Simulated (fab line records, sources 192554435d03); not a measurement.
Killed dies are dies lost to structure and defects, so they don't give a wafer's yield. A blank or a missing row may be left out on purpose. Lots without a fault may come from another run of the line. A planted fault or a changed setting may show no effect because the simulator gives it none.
A struck lot beside a sound one | flow n5_finfet | 39 steps out of a route of 1938
Sound: wafers L388.1, L388.2, L388.4. Struck: wafer L381.3. (L381.2, L381.5 of the same lot were not struck and are left out.) The cause comes at the end.
At each step with rows: each side's tool, then ch and its chambers, then its first start. Under that, the readings that differ: sound wafers | struck wafers | difference of the means | sigmas: that difference in standard deviations of wafers without a fault.
alike: readings whose means differ by less than 2 such deviations, and words and numbers that are the same on both sides. not compared: withheld readings, readings that some wafer has no value for, bounds like >300 that may hide the same value, and numbers for which the record gives no deviation and whose values overlap.
The two part at a step that has a row with sigmas, a row that says differs or no value, or rows on one side only. Numbers that don't overlap but have no deviation are shown without sigmas and don't part them. A reading that every wafer of one side lacks parts them only if that side has two wafers or more.

first, 9 steps without rows for these wafers: N5_STI_FIN_REVEAL_SRD_23 (time 30 s); N5_STI_FIN_REVEAL_PRECLEAN_18 (cleans in SC2, time 45 s); N5_STI_FIN_REVEAL_SRD_28 (time 30 s); N5_DUMMY_GATE_PRECLEAN_00 (cleans in O3/DIW, time 60 s); N5_DUMMY_GATE_SRD_01 (time 30 s); N5_DUMMY_GATE_ALD_02 (deposits SiO2, target thk 2 nm, pulse time 1 s); N5_DUMMY_GATE_CVD_03 (deposits a-Si from SiH4, target thk 150 nm, time 8042 s); N5_DUMMY_GATE_PRECLEAN_46 (cleans in DIW, time 89.5 s); N5_DUMMY_GATE_SRD_47 (dry time 32 s).
N5_DUMMY_GATE_CMP_04: polishes a-Si.
  sound on cmp-01 ch 0,1,3, day 8 06:13; struck on cmp-04 ch 0, day 6 14:34
  reading                                     | sound         | struck | difference | sigmas
  time_to_endpoint_s (s)                      | 9.0 11.4 13.1 | 17.8   | +6.6       | +4
  model.a-Si_of_DUMMY_GATE_CVD_03.thk_nm (nm) | 71.6 71 71.2  | 96.8   | +25.5      |
  alike: motor_current_A
N5_DUMMY_GATE_THK_MEAS_05:
  sound on film_metro-01, day 8 06:26; struck on film_metro-02, day 6 14:47
  reading     | sound          | struck | difference | sigmas
  thk_nm (nm) | 71.6 71.0 71.2 | 96.8   | +25.5      | +26
then, 24 steps without rows for these wafers: N5_DUMMY_GATE_HM_DEP_06 (deposits SiNx from DCS/NH3, target thk 80 nm, time 5141 s); N5_DUMMY_GATE_PECVD_30 (deposits SiO2 from TEOS/O2, target thk 55 nm, time 10.8 s); N5_DUMMY_GATE_COAT_34 (time 60 s, resist thk 60 nm); N5_DUMMY_GATE_COAT_35 (time 60 s, resist thk 10 nm); N5_DUMMY_GATE_COAT_28 (time 60 s, resist thk 10 nm); N5_DUMMY_GATE_COAT_09 (resist thk 30 nm); N5_DUMMY_GATE_EBR_11; N5_DUMMY_GATE_SOFTBAKE_10 (time 60 s); N5_DUMMY_GATE_EXPOSE_12 (exposes mask GATE, target cd 25 nm); N5_DUMMY_GATE_PEB_13 (peb time 60 s); N5_DUMMY_GATE_DEVELOP_14 (develop time 30 s); N5_DUMMY_GATE_DESCUM_20 (chemistry O2, time 6.2 s); N5_DUMMY_GATE_ETCH_29 (etches underlayer in N2/H2, target depth 13 nm); N5_DUMMY_GATE_ETCH_36 (etches SiARC in CF4, target depth 13 nm); N5_DUMMY_GATE_ETCH_37 (etches SOC in N2/H2, target depth 60 nm, overetch 30 nm); N5_DUMMY_GATE_STRIP_38 (strips in N2/H2); N5_DUMMY_GATE_STRIP_39 (strips in N2/H2); N5_DUMMY_GATE_TRIM_49 (chemistry O2, time 29 s, target cd 14 nm); N5_DUMMY_GATE_STRIP_40 (strips in CF4); N5_DUMMY_GATE_ETCH_31 (etches SiO2 in C4F6/O2, target depth 82.5 nm, time 27.5 s); N5_DUMMY_GATE_STRIP_41 (strips in O2); N5_DUMMY_GATE_HM_OPEN_21 (chemistry CH3F/O2, target SiNx, target depth 120 nm, time 171.4 s); N5_DUMMY_GATE_ETCH_32 (etches SiO2 in CF4, target depth 3.5 nm, time 3.9 s); N5_DUMMY_GATE_ETCH_23 (etches poly-Si in HBr/Cl2/O2, target depth 41 nm, time 22.3 s).
N5_DUMMY_GATE_ETCH_44: etches poly-Si in HBr/O2, stops on SiO2, target depth 127.5 nm.
  sound on rie_si-04 ch 0,2,3, day 8 12:06; struck on rie_si-05 ch 1, day 6 20:19
  reading                                | sound             | struck | difference | sigmas
  oes_product_au (a.u.)                  | 0.732 0.729 0.705 | 0.877  | +0.155     | +10
  model.DUMMY_GATE.feature_depth_nm (nm) | 71.6 71 71.2      | 96.8   | +25.5      |
  model.etch.depth_nm (nm)               | 71.62 71 71.21    | 96.86  | +25.58     |
  alike: chamber_pressure_mTorr, drypump_motor_current_A, throttle_valve_pct
  not compared: rf_hours_counter_h
N5_SDB_THK_MEAS_31:
  sound on film_metro-02, day 9 10:58; struck on film_metro-02, day 7 18:14
  reading      | sound          | struck | difference | sigmas
  SDB_THK (nm) | 63.9 63.2 63.5 | 89.1   | +25.6      | +26
N5_DUMMY_REMOVAL_HM_STRIP_01: strips SiNx in CH3F/O2, stops on poly-Si, target depth 4 nm, time 6.8 s.
  sound on rie_diel-04 ch 1,2,3, day 9 11:01; struck on rie_diel-04 ch 1, day 7 18:32
  reading                                     | sound          | struck | difference | sigmas
  model.a-Si_of_DUMMY_GATE_CVD_03.thk_nm (nm) | 63.8 63.2 63.4 | 89     | +26        |
  alike: chamber_pressure_mTorr, drypump_motor_current_A, oes_product_au, rf_vpp_V, showerhead_plenum_p_Torr, throttle_valve_pct
  not compared: rf_hours_counter_h
-- the record jumps here: 8 days lie between the struck wafers' starts before and after (it left off in module DUMMY_REMOVAL and takes up again in module PASSIVATION, whose first step shown is number 1936 of the route) --
N5_PASSIVATION_PROBE_49:
  the record has rows for the struck wafers here (prober-02, day 15 19:34) and none for the sound ones

WHERE THEY PART
First at N5_DUMMY_GATE_CMP_04; last, within this record, at N5_PASSIVATION_PROBE_49.

WHY: what the simulator had put in
Process parameter drift: cmp-04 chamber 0, from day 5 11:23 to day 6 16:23, at N5_DUMMY_GATE_CMP_04. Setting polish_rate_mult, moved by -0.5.
